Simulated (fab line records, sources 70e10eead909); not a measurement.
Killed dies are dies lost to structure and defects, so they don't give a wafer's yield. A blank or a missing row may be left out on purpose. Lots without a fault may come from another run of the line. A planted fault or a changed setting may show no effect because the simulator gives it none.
Chamber matching | flow nand_harc | NHARC_A_STAIRCASE_DESCUM_186 on rie_diel-12: 4 sister chambers
The step chemistry O2, time 3 s. 4 wafers are shown with their chamber, then 12 later ones without.

WAFERS WITH THEIR CHAMBER
wafer  | chamber | showerhead_plenum_p_Torr (Torr)
L085.6 | 3       | 1.99
L087.2 | 0       | 2.07
L087.3 | 1       | 1.97
L087.6 | 2       | 1.82

WAFERS WITHOUT THEIR CHAMBER
wafer  | showerhead_plenum_p_Torr (Torr)
L090.2 | 1.97
L090.3 | 1.98
L090.6 | 1.97
L093.2 | 1.98
L093.3 | 1.96
L093.4 | 1.82
L094.4 | 1.98
L094.5 | 2.06
L094.6 | 1.98
L097.1 | 1.97
L097.3 | 1.81
L097.5 | 1.81

WHICH CHAMBER EACH WENT THROUGH
wafer  | from the rows above     | in truth
L090.2 | 1                       | 1
L090.3 | can't be placed: 1 or 3 | 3
L090.6 | 1                       | 1
L093.2 | can't be placed: 1 or 3 | 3
L093.3 | 1                       | 1
L093.4 | 2                       | 2
L094.4 | can't be placed: 1 or 3 | 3
L094.5 | 0                       | 0
L094.6 | can't be placed: 1 or 3 | 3
L097.1 | 1                       | 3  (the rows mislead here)
L097.3 | 2                       | 2
L097.5 | 2                       | 2
Placed correctly: 7 of 12. Can't be placed from these rows: 4 (the true chamber is among the candidates in 4). Placed wrongly: 1.
How it was worked out, from the rows above alone: a wafer's distance from a chamber is the root of the sum, over the readings, of the square of ((its reading less the chamber's mean) divided by the reading's scatter). The wafer belongs to the nearest chamber; if the next one is less than 2 further off, it can't be placed. A chamber's mean is the mean of its shown wafers. The scatter: with one shown wafer a chamber, the root of the mean of the squares of how far each hidden wafer lies from its nearest shown one.
